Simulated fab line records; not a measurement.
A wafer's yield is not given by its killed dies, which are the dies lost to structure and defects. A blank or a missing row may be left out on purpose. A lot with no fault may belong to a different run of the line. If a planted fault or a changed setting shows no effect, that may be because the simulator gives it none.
Problem report, 8D (eight disciplines) form, completed by code / flow n5-finfet / the parts of the form that need people (team, actions taken, sign-off) are left out

== 1. PROBLEM STATEMENT ==
Wafers without a fault read 299.99 C, standard deviation 0.2; susceptor-temp-C at N5_HKMG_FIN_NWFM_ALD_20 reads a mean of 290.05 C on 3 wafers belonging to 2 lots. Relative to the usual mean, that is a shift of -50 standard deviations.
The step: deposits TiAlC, target thk 2 nm, pulse time 3 s, purge time 2 s.
The first sign was on wafer L934.5 at day 7 13:40, on ald-metal-01. The record has a number at this step for 33 wafers belonging to 11 lots. Rule for "out" (also "out of limits"): further than 4 standard deviations from the usual mean. The rest of the wafers with a number are treated as sound.

== 2. WHAT THIS IS AND IS NOT ==
question=which readings at this step | is=susceptor-temp-C | is not=heater-power-w, precursor-pulse-height-rel
question=which lots | is=L934, L938 | is not=L923, L924, L925, L926, L928, L930, L935, L943, L944
question=which wafers of those lots | is=L934.5, L938.2, L938.6 | is not=L934.3, L934.4, L938.3
question=read on which tools | is=ald-metal-01 | is not=ald-metal-03, ald-metal-04
question=when | is=from day 7 13:40 | is not=up to then (20 sound wafers); but 10 sound wafers of L935, L938, L943, L944 came after

== 3. WHAT RULES OUT EACH SUSPECT ==
Counting: any tool at a process step up to the reading remains a suspect provided it ran every lot that is out. Sound lots after the first of them don't rule it out here, since some wafers of a struck lot are sound.
- rie-diel-02 at N5_HKMG_FIN_STRIP_89 (strips SOC in N2/H2, time 20 s): kept. Ran every lot that is out, first one L934 (day 7 13:05); last sound lot up to then L930 (day 6 08:46).
- ald-metal-01 at N5_HKMG_FIN_NWFM_ALD_20 (deposits TiAlC, target thk 2 nm, pulse time 3 s, purge time 2 s): kept. Ran every lot that is out, first one L934 (day 7 13:40); last sound lot up to then L930 (day 6 09:21). Its own susceptor-temp-C readings are out on those wafers.
- In ald-metal-01 at N5_HKMG_FIN_NWFM_ALD_20, the wafers that are out were processed in chamber 2 and their sound lot-mates in chambers 1, 3.
Remaining after the count are rie-diel-02 at N5_HKMG_FIN_STRIP_89 and ald-metal-01 at N5_HKMG_FIN_NWFM_ALD_20.

== 4. THE CAUSE (what the simulator had put in) ==
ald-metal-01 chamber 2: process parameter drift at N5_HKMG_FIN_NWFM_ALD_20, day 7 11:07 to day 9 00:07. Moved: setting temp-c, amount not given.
This tool is one of the 2 suspects left after counting.

== 5. SEQUENCE OF EFFECTS, ordered by route ==
Each row: a reading whose mean over the struck wafers that have a number lies more than 3 standard deviations from the usual. Only readings for which the record gives a usual standard deviation are gone through. hours: the time from each lot's start at the first step in this table that gives one to its start at this step, as a median over the lots. sigmas: the change in usual standard deviations.
hours=0; step=N5_HKMG_FIN_NWFM_ALD_20; reading=susceptor-temp-C; usual=299.99 C; on struck wafers=290.05; change=-9.94; sigmas=-50
Process steps it contains:
- N5_HKMG_FIN_NWFM_ALD_20: deposits TiAlC, target thk 2 nm, pulse time 3 s, purge time 2 s.

== 6. HOW IT WOULD HAVE BEEN CAUGHT EARLIER ==
The fault began at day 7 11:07; the first out-of-limits reading in this record came at day 7 13:40, 3 hours later.
